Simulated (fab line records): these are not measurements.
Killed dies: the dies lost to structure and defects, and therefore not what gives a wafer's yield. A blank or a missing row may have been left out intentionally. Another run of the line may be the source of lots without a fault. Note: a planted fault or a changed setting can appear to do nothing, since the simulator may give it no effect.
Chamber matching | flow nandHarc | 3 sister chambers for NHARC_A_SLIT_DEP_25 on pecvd-02
The step deposits SiO2, target thk 200 nm. 18 wafers are shown with their chamber, then 9 later ones without.

## WAFERS WITH THEIR CHAMBER
wafer  | chamber | throttleValvePct (%) | heaterPowerW (W) | rfFwdPowerW (W)
L074.1 | 0       | 16.8                 | 602              | 896.6
L074.3 | 2       | 16.0                 | 511              | 893.2
L074.6 | 2       | 15.8                 | 526              | 895.7
L077.3 | 1       | 16.8                 | 647              | 899.4
L077.4 | 0       | 16.9                 | 622              | 896.3
L077.6 | 2       | 15.6                 | 510              | 898.3
L075.2 | 2       | 15.9                 | 501              | 899.7
L075.3 | 0       | 16.9                 | 606              | 898.4
L075.5 | 1       | 16.3                 | 550              | 898.7
L083.1 | 2       | 14.9                 | 496              | 897.5
L083.3 | 0       | 16.5                 | 578              | 897.7
L083.6 | 2       | 15.0                 | 497              | 894.0
L085.1 | 0       | 16.7                 | 651              | 897.8
L085.2 | 1       | 16.2                 | 645              | 900.4
L085.4 | 2       | 15.1                 | 442              | 900.6
L088.2 | 2       | 15.1                 | 531              | 898.9
L088.4 | 2       | 14.8                 | 533              | 899.0
L088.5 | 0       | 16.3                 | 571              | 900.5

SIGNATURES, as means of the wafers listed above
reading          | chamber 0 | chamber 1 | chamber 2 | scatter within a chamber
throttleValvePct | 16.683    | 16.433    | 15.356    | 0.386
heaterPowerW     | 605.00    | 614.00    | 505.22    | 33.2
rfFwdPowerW      | 897.883   | 899.500   | 897.433   | 2.1
Rule: for each reading, subtract the chamber's mean from the wafer's reading, divide by that reading's scatter and square the result; add these up over the readings and take the root, which gives the wafer's distance from the chamber. If the next closest chamber is less than 2 further off than the closest, the wafer can't be placed; otherwise it belongs to the closest. How the scatter is found: for the shown wafers, subtract from each reading the mean of its chamber, square and add these, divide the total by (wafers less chambers), then take the root.

## WAFERS WITHOUT THEIR CHAMBER
wafer  | throttleValvePct (%) | heaterPowerW (W) | rfFwdPowerW (W)
L089.1 | 16.4                 | 630              | 894.8
L089.3 | 16.3                 | 639              | 898.3
L089.6 | 16.5                 | 652              | 903.1
L091.1 | 15.1                 | 526              | 898.7
L091.3 | 16.3                 | 578              | 893.6
L091.6 | 16.5                 | 568              | 892.9
L096.2 | 16.5                 | 587              | 892.6
L096.5 | 16.6                 | 551              | 898.6
L096.6 | 15.3                 | 546              | 897.9

## WHICH CHAMBER EACH WENT THROUGH
wafer  | from the rows above          | in truth
L089.1 | can't be placed: 0 or 1      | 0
L089.3 | can't be placed: 1 or 0      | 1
L089.6 | can't be placed: 1 or 0      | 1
L091.1 | 2                            | 2
L091.3 | can't be placed: 0 or 1 or 2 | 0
L091.6 | can't be placed: 0 or 1 or 2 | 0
L096.2 | can't be placed: 0 or 1 or 2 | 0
L096.5 | can't be placed: 0 or 1 or 2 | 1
L096.6 | 2                            | 2
Correct placement for 2 of the 9. Can't be placed from these rows: 7 (the true chamber is among the candidates in 7). 0 placed wrongly.
